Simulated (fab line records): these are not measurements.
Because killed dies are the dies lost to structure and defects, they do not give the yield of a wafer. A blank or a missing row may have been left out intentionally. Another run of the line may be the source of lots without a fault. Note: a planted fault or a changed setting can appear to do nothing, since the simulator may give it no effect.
Matching of chambers + flow nand_harc + rie_diel-02 running NHARC_P_GATE_DESCUM_93: 4 sister chambers
The step chemistry O2, time 3 s. 18 wafers are shown with their chamber, then 9 later ones without.

## WAFERS WITH THEIR CHAMBER
| wafer  | chamber | drypump_motor_current_A (A) | showerhead_plenum_p_Torr (Torr) | oes_product_au (a.u.) |
|--------|---------|-----------------------------|---------------------------------|-----------------------|
| L074.1 | 0       | 6.0                         | 1.85                            | 0.994                 |
| L074.2 | 1       | 6.2                         | 1.92                            | 1.020                 |
| L074.5 | 1       | 6.2                         | 1.92                            | 1.017                 |
| L076.3 | 1       | 6.2                         | 1.91                            | 1.016                 |
| L076.4 | 3       | 5.3                         | 1.90                            | 0.996                 |
| L076.5 | 0       | 6.0                         | 1.85                            | 0.986                 |
| L078.1 | 3       | 5.3                         | 1.90                            | 1.002                 |
| L078.3 | 1       | 6.2                         | 1.91                            | 1.012                 |
| L078.4 | 0       | 6.0                         | 1.85                            | 0.998                 |
| L085.2 | 3       | 5.3                         | 1.89                            | 0.994                 |
| L085.3 | 1       | 6.2                         | 1.91                            | 1.000                 |
| L085.6 | 2       | 5.7                         | 1.95                            | 0.991                 |
| L085.1 | 2       | 5.7                         | 1.95                            | 1.002                 |
| L085.4 | 0       | 6.0                         | 1.85                            | 1.012                 |
| L085.5 | 1       | 6.2                         | 1.91                            | 1.002                 |
| L094.2 | 0       | 6.0                         | 1.84                            | 1.006                 |
| L094.4 | 2       | 5.8                         | 1.94                            | 0.998                 |
| L094.5 | 2       | 5.8                         | 1.94                            | 1.009                 |

SIGNATURES (means of the wafers above)
| reading                  | chamber 0 | chamber 1 | chamber 2 | chamber 3 | scatter within a chamber |
|--------------------------|-----------|-----------|-----------|-----------|--------------------------|
| drypump_motor_current_A  | 6.000     | 6.200     | 5.750     | 5.300     | 0.0267                   |
| showerhead_plenum_p_Torr | 1.8480    | 1.9133    | 1.9450    | 1.8967    | 0.00521                  |
| oes_product_au           | 0.99920   | 1.01117   | 1.00000   | 0.99733   | 0.00829                  |
Rule: a wafer's distance from a chamber is the root of the sum, over the readings, of the square of ((its reading less the chamber's mean) divided by the reading's scatter). The wafer belongs to the nearest chamber; if the next one is less than 2 further off, it can't be placed. The scatter is the square root of a quotient: the sum, over the shown wafers, of each reading's squared deviation from its chamber's mean, divided by wafers minus chambers.

## WAFERS MISSING THEIR CHAMBER
| wafer  | drypump_motor_current_A (A) | showerhead_plenum_p_Torr (Torr) | oes_product_au (a.u.) |
|--------|-----------------------------|---------------------------------|-----------------------|
| L095.3 | 6.2                         | 1.90                            | 1.000                 |
| L095.5 | 6.2                         | 1.90                            | 0.989                 |
| L095.6 | 5.7                         | 1.94                            | 0.996                 |
| L097.1 | 5.7                         | 1.94                            | 1.004                 |
| L097.2 | 5.3                         | 1.89                            | 0.999                 |
| L097.5 | 5.3                         | 1.89                            | 1.001                 |
| L097.3 | 6.0                         | 1.84                            | 1.007                 |
| L097.4 | 6.1                         | 1.90                            | 1.007                 |
| L097.6 | 6.0                         | 1.84                            | 0.995                 |

## WHICH CHAMBER EACH WENT THROUGH
| wafer  | from the rows above | in truth |
|--------|---------------------|----------|
| L095.3 | 1                   | 1        |
| L095.5 | 1                   | 1        |
| L095.6 | 2                   | 2        |
| L097.1 | 2                   | 2        |
| L097.2 | 3                   | 3        |
| L097.5 | 3                   | 3        |
| L097.3 | 0                   | 0        |
| L097.4 | 1                   | 1        |
| L097.6 | 0                   | 0        |
Correct placement for 9 of the 9. Not placeable from these rows: 0. Number placed wrongly: 0.
